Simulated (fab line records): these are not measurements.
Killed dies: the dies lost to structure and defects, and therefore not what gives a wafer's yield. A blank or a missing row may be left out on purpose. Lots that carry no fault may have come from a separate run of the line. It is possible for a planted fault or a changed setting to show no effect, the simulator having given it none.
Split-lot experiment / flow n5_finfet / 21 wafers read from 7 lots, route of 1938 steps

## THE SPLIT ITSELF
At N5_BEOL_M8_COAT_59 (time 60 s, resist thk 100 nm), the setting spin_rpm was moved away from the recipe's 1500 rpm on 6 of the 21 wafers read, by -4.3% to +10.6%. This setting was run at the recipe's value on the other wafers.

## FROM THE SPLIT TO THE READING: what the file shows between them, 7 steps
- N5_BEOL_M8_COAT_60: time 60 s, resist thk 35 nm
- N5_BEOL_M8_COAT_05: resist thk 90 nm
- N5_BEOL_M8_DESCUM_16: chemistry O2, time 7.9 s
- N5_BEOL_M8_ETCH_61: etches SiARC in CF4, target depth 45.5 nm, time 75.8 s
- N5_BEOL_M8_ETCH_62: etches SOC in N2/H2, target depth 110 nm, overetch 22 nm, time 165 s
- N5_BEOL_M8_STRIP_68: strips in N2/H2
- N5_BEOL_M8_STRIP_67: strips in CF4

## THE READING
SOC_of_BEOL_M8_COAT_59.thk_nm (the simulator's own value, which no gauge read), in nm, at N5_BEOL_M8_HM_OPEN_17 (chemistry Cl2/BCl3, target TiN, target depth 20 nm, overetch 6 nm). No usual value for it is given in the file. Across the 15 wafers here that went through the recipe, the average is 92.0 nm and the standard deviation 0.27 nm.

wafer=L079.1; tool, chamber at the split=litho_track-03, 0; spin_rpm as run, rpm=1500; against the recipe=recipe; SOC_of_BEOL_M8_COAT_59.thk_nm, nm=92; against lot-mates on the recipe=-
wafer=L079.2; tool, chamber at the split=litho_track-03, 0; spin_rpm as run, rpm=1500; against the recipe=recipe; SOC_of_BEOL_M8_COAT_59.thk_nm, nm=92.2; against lot-mates on the recipe=-
wafer=L079.5; tool, chamber at the split=litho_track-03, 0; spin_rpm as run, rpm=1500; against the recipe=recipe; SOC_of_BEOL_M8_COAT_59.thk_nm, nm=91.8; against lot-mates on the recipe=-
wafer=L081.1; tool, chamber at the split=litho_track-01, 0; spin_rpm as run, rpm=1500; against the recipe=recipe; SOC_of_BEOL_M8_COAT_59.thk_nm, nm=92.2; against lot-mates on the recipe=-
wafer=L081.4; tool, chamber at the split=litho_track-01, 0; spin_rpm as run, rpm=1500; against the recipe=recipe; SOC_of_BEOL_M8_COAT_59.thk_nm, nm=92.4; against lot-mates on the recipe=-
wafer=L081.5; tool, chamber at the split=litho_track-01, 0; spin_rpm as run, rpm=1500; against the recipe=recipe; SOC_of_BEOL_M8_COAT_59.thk_nm, nm=92.4; against lot-mates on the recipe=-
wafer=L082.2; tool, chamber at the split=litho_track-05, 0; spin_rpm as run, rpm=1574; against the recipe=+4.9%; SOC_of_BEOL_M8_COAT_59.thk_nm, nm=89.6; against lot-mates on the recipe=-2.0
wafer=L082.4; tool, chamber at the split=litho_track-05, 0; spin_rpm as run, rpm=1500; against the recipe=recipe; SOC_of_BEOL_M8_COAT_59.thk_nm, nm=91.6; against lot-mates on the recipe=-
wafer=L082.5; tool, chamber at the split=litho_track-05, 0; spin_rpm as run, rpm=1574; against the recipe=+4.9%; SOC_of_BEOL_M8_COAT_59.thk_nm, nm=89.4; against lot-mates on the recipe=-2.2
wafer=L086.1; tool, chamber at the split=litho_track-01, 0; spin_rpm as run, rpm=1637; against the recipe=+9.1%; SOC_of_BEOL_M8_COAT_59.thk_nm, nm=87; against lot-mates on the recipe=-4.8
wafer=L086.5; tool, chamber at the split=litho_track-01, 0; spin_rpm as run, rpm=1500; against the recipe=recipe; SOC_of_BEOL_M8_COAT_59.thk_nm, nm=91.8; against lot-mates on the recipe=-
wafer=L086.6; tool, chamber at the split=litho_track-01, 0; spin_rpm as run, rpm=1637; against the recipe=+9.1%; SOC_of_BEOL_M8_COAT_59.thk_nm, nm=87.2; against lot-mates on the recipe=-4.6
wafer=L087.1; tool, chamber at the split=litho_track-01, 0; spin_rpm as run, rpm=1500; against the recipe=recipe; SOC_of_BEOL_M8_COAT_59.thk_nm, nm=91.4; against lot-mates on the recipe=-
wafer=L087.2; tool, chamber at the split=litho_track-01, 0; spin_rpm as run, rpm=1500; against the recipe=recipe; SOC_of_BEOL_M8_COAT_59.thk_nm, nm=92; against lot-mates on the recipe=-
wafer=L087.5; tool, chamber at the split=litho_track-01, 0; spin_rpm as run, rpm=1500; against the recipe=recipe; SOC_of_BEOL_M8_COAT_59.thk_nm, nm=92; against lot-mates on the recipe=-
wafer=L090.1; tool, chamber at the split=litho_track-01, 0; spin_rpm as run, rpm=1500; against the recipe=recipe; SOC_of_BEOL_M8_COAT_59.thk_nm, nm=92; against lot-mates on the recipe=-
wafer=L090.6; tool, chamber at the split=litho_track-01, 0; spin_rpm as run, rpm=1500; against the recipe=recipe; SOC_of_BEOL_M8_COAT_59.thk_nm, nm=92; against lot-mates on the recipe=-
wafer=L090.5; tool, chamber at the split=litho_track-01, 0; spin_rpm as run, rpm=1436; against the recipe=-4.3%; SOC_of_BEOL_M8_COAT_59.thk_nm, nm=94.4; against lot-mates on the recipe=+2.4
wafer=L096.2; tool, chamber at the split=litho_track-01, 0; spin_rpm as run, rpm=1500; against the recipe=recipe; SOC_of_BEOL_M8_COAT_59.thk_nm, nm=91.8; against lot-mates on the recipe=-
wafer=L096.5; tool, chamber at the split=litho_track-01, 0; spin_rpm as run, rpm=1500; against the recipe=recipe; SOC_of_BEOL_M8_COAT_59.thk_nm, nm=91.8; against lot-mates on the recipe=-
wafer=L096.6; tool, chamber at the split=litho_track-01, 0; spin_rpm as run, rpm=1659; against the recipe=+10.6%; SOC_of_BEOL_M8_COAT_59.thk_nm, nm=86.8; against lot-mates on the recipe=-5.0

FIT RESULTS
A straight line over all 21 wafers: SOC_of_BEOL_M8_COAT_59.thk_nm changes by -0.517 nm for each +1% of spin_rpm; r = -0.99; the points scatter about the line by 0.26 nm.
The same after taking each lot's own level away (the mean of its wafers on the recipe; 21 wafers): -0.495 nm for each +1%; r = -0.99; scatter 0.2 nm.
That fit puts the effect of the largest move of spin_rpm on the reading at 5.2 nm.
From 91.60 to 92.33 nm: that is the span of the lots' own levels, equal to 2.8 times the standard deviation above.
Consequently the slope shifts little with the lot-to-lot level, the two slopes agreeing.
Check: for one of the wafers moved furthest among these (+10.6%), held out of the fit, the line's prediction against its lot-mates is -5.3 nm. It came out at -5 nm against them.

## THE OTHER SPLITS THESE WAFERS WENT THROUGH
These wafers also went through other splits before the reading. Each is held against what the fit with the lots' levels taken away leaves over:
other split on the same wafers=N5_BEOL_M5_COAT_05 spin_rpm; wafers away from the commonest value=7; r with SOC_of_BEOL_M8_COAT_59.thk_nm (lot level and that fit taken away)=+0.34
other split on the same wafers=N5_BEOL_M5_ETCH_72 bias_w; wafers away from the commonest value=6; r with SOC_of_BEOL_M8_COAT_59.thk_nm (lot level and that fit taken away)=-0.60
other split on the same wafers=N5_BEOL_M5_TRENCH_ETCH_37 bias_w; wafers away from the commonest value=7; r with SOC_of_BEOL_M8_COAT_59.thk_nm (lot level and that fit taken away)=-0.04
other split on the same wafers=N5_BEOL_M5_ETCH_41 source_w; wafers away from the commonest value=6; r with SOC_of_BEOL_M8_COAT_59.thk_nm (lot level and that fit taken away)=+0.12
other split on the same wafers=N5_BEOL_M7_COAT_05 spin_rpm; wafers away from the commonest value=5; r with SOC_of_BEOL_M8_COAT_59.thk_nm (lot level and that fit taken away)=+0.24

## THE WHOLE CHAIN: every reading that the file lists as answering this split, in the file's order
step=N5_BEOL_M8_COAT_59; what it does=time 60 s, resist thk 100 nm; reading=SOC_of_BEOL_M8_COAT_59.thk_nm (the simulator's own value, which no gauge read); change (the file's fit)=-0.484 nm for each +1% of the setting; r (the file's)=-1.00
step=N5_BEOL_M8_ETCH_62; what it does=etches SOC in N2/H2, target depth 110 nm, overetch 22 nm, time 165 s; reading=etch.depth_nm (the simulator's own value, which no gauge read); change (the file's fit)=-0.481 nm for each +1% of the setting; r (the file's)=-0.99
step=N5_BEOL_M8_HM_OPEN_17; what it does=chemistry Cl2/BCl3, target TiN, target depth 20 nm, overetch 6 nm; reading=SOC_of_BEOL_M8_COAT_59.thk_nm (the simulator's own value, which no gauge read); change (the file's fit)=-0.489 nm for each +1% of the setting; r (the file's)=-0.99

## FILE'S OWN FIT
SOC_of_BEOL_M8_COAT_59.thk_nm changes by -0.489 nm for each +1% of spin_rpm, r = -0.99.
